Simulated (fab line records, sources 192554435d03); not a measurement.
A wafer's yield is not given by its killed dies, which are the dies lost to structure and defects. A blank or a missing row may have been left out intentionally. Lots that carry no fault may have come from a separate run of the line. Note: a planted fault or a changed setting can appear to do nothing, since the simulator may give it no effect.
Matching of chambers || flow n5Finfet || 4 sister chambers for N5_MOL_CONTACT_COAG_CMP_28 on cmp-02
The step polishes, stops on SiNx, t overpolish 0.85 s, target thk 14.522 nm. 4 wafers are shown with their chamber, then 8 later ones without.

== EACH WAFER AND ITS CHAMBER ==
{"wafer": "L078.5", "chamber": 0, "motorCurrentA (A)": 12.2}
{"wafer": "L080.5", "chamber": 3, "motorCurrentA (A)": 13.4}
{"wafer": "L084.4", "chamber": 1, "motorCurrentA (A)": 12.6}
{"wafer": "L085.2", "chamber": 2, "motorCurrentA (A)": 12.4}

== WAFERS MISSING THEIR CHAMBER ==
{"wafer": "L085.3", "motorCurrentA (A)": 12.3}
{"wafer": "L085.4", "motorCurrentA (A)": 11.6}
{"wafer": "L090.3", "motorCurrentA (A)": 13.9}
{"wafer": "L090.4", "motorCurrentA (A)": 12.5}
{"wafer": "L090.6", "motorCurrentA (A)": 12.6}
{"wafer": "L091.3", "motorCurrentA (A)": 13.0}
{"wafer": "L091.4", "motorCurrentA (A)": 12.4}
{"wafer": "L091.5", "motorCurrentA (A)": 12.0}

== CHAMBER TAKEN BY EACH ==
{"wafer": "L085.3", "from the rows above": "can't be placed: 2 or 0 or 1", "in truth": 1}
{"wafer": "L085.4", "from the rows above": "can't be placed: 0 or 2 or 1", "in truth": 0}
{"wafer": "L090.3", "from the rows above": 3, "in truth": 3}
{"wafer": "L090.4", "from the rows above": "can't be placed: 1 or 2 or 0", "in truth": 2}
{"wafer": "L090.6", "from the rows above": "can't be placed: 1 or 2 or 0", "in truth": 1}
{"wafer": "L091.3", "from the rows above": "can't be placed: 1 or 3 or 2 or 0", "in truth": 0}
{"wafer": "L091.4", "from the rows above": "can't be placed: 2 or 1 or 0", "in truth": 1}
{"wafer": "L091.5", "from the rows above": "can't be placed: 0 or 2 or 1", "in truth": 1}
1 of 8 placed correctly. Can't be placed from these rows: 7 (the true chamber is among the candidates in 7). Wrongly placed: 0.
How it was worked out, from the rows above alone: a wafer's distance from a chamber is the root of the sum, over the readings, of the square of ((its reading less the chamber's mean) divided by the reading's scatter). The wafer belongs to the nearest chamber; if the next one is less than 2 further off, it can't be placed. For every chamber, the mean is computed from those of its wafers that are shown. The scatter: with one shown wafer a chamber, the root of the mean of the squares of how far each hidden wafer lies from its nearest shown one.
